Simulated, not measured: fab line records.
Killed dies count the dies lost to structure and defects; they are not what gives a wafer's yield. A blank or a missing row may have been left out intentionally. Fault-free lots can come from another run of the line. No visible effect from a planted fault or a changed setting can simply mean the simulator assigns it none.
Code-filled problem report in 8D (eight disciplines) form	flow nand-harc	the parts of the form that need people (team, actions taken, sign-off) are left out

## 1. THE ISSUE
A mean of 44.0 is read at NHARC_END_SORT_01 for killed-at-periphery, taken on 1 wafer of 1 lot, against 3.1 (standard deviation 2) on wafers free of any fault. That puts it +20 standard deviations away from the usual mean.
First observed at day 24 11:56: wafer L429.4, on prober-02. The record holds 3 wafers of 1 lot with a number at this step. By rule, "out" or "out of limits" means more than 4 standard deviations away from the usual mean. The rest of the wafers with a number are treated as sound.

## 2. WHAT THIS IS AND IS NOT
question	is	is not
which readings at this step	killed-at-periphery	killed-at-other, killed-dies, killed-open, killed-short
which lots	L429	-
which wafers of those lots	L429.4	L429.1, L429.5
read on which gauges	prober-02	-
when	from day 24 11:56	up to then (1 sound wafer); but 1 sound wafer of L429 came after

## 3. THE SUSPECTS, EACH WITH WHAT RULES IT OUT
Counting: a tool at a process step up to the reading stays a suspect if it ran every lot that is out. Sound lots after the first of them don't rule it out here, since some wafers of a struck lot are sound.
- the gauge at NHARC_END_SORT_01: kept. All the wafers that are out were read on prober-02, and no step on other tools shows them out.
- pvd-sputter-02 at NHARC_P_CONTACT_PRE_CLEAN_39 (time 19.5 s): kept. It ran the lot that is out, L429 (day 9 17:46).
- rtp-anneal-02 at NHARC_A_BONDPAD_ANNEAL_28 (time 90 s): kept. It ran the lot that is out, L429 (day 22 18:32).
Still standing after the count: pvd-sputter-02 at NHARC_P_CONTACT_PRE_CLEAN_39, rtp-anneal-02 at NHARC_A_BONDPAD_ANNEAL_28, prober-02 at NHARC_END_SORT_01.

## 4. THE CAUSE (what the simulator had put in)
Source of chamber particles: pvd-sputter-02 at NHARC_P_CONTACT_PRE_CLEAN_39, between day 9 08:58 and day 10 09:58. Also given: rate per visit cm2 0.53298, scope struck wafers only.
This tool is one of the 3 suspects left after counting.

## 5. THE CHAIN OF EFFECTS, in route order
Each row: a reading where the mean over the struck wafers with a number is more than 3 standard deviations away from the usual. Readings are gone through only where the record gives a usual standard deviation; hours: the median, over the lots, of the time from a lot's start at the first step in this table giving one to that lot's start at this step; sigmas: the change measured in usual standard deviations.
hours	step	reading	usual	on struck wafers	change	sigmas
0	NHARC_END_SORT_01	killed-at-periphery	3.1	44.0	+40.9	+20

## 6. WHAT WOULD HAVE CAUGHT IT SOONER
The first out-of-limits reading at a measuring or inspecting step in this record came at day 24 11:56, 363 hours after the fault's start at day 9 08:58.
Tool readings at NHARC_P_CONTACT_PRE_CLEAN_39 with a usual standard deviation given in the record: none out on any struck wafer, hence no alarm at a limit of 4 standard deviations on them.
The start of NHARC_P_CONTACT_PRE_CLEAN_39 on pvd-sputter-02 came by day 24 11:56 for every one of the lots that are out (1). Holding the tool at that point would not have protected any of them.
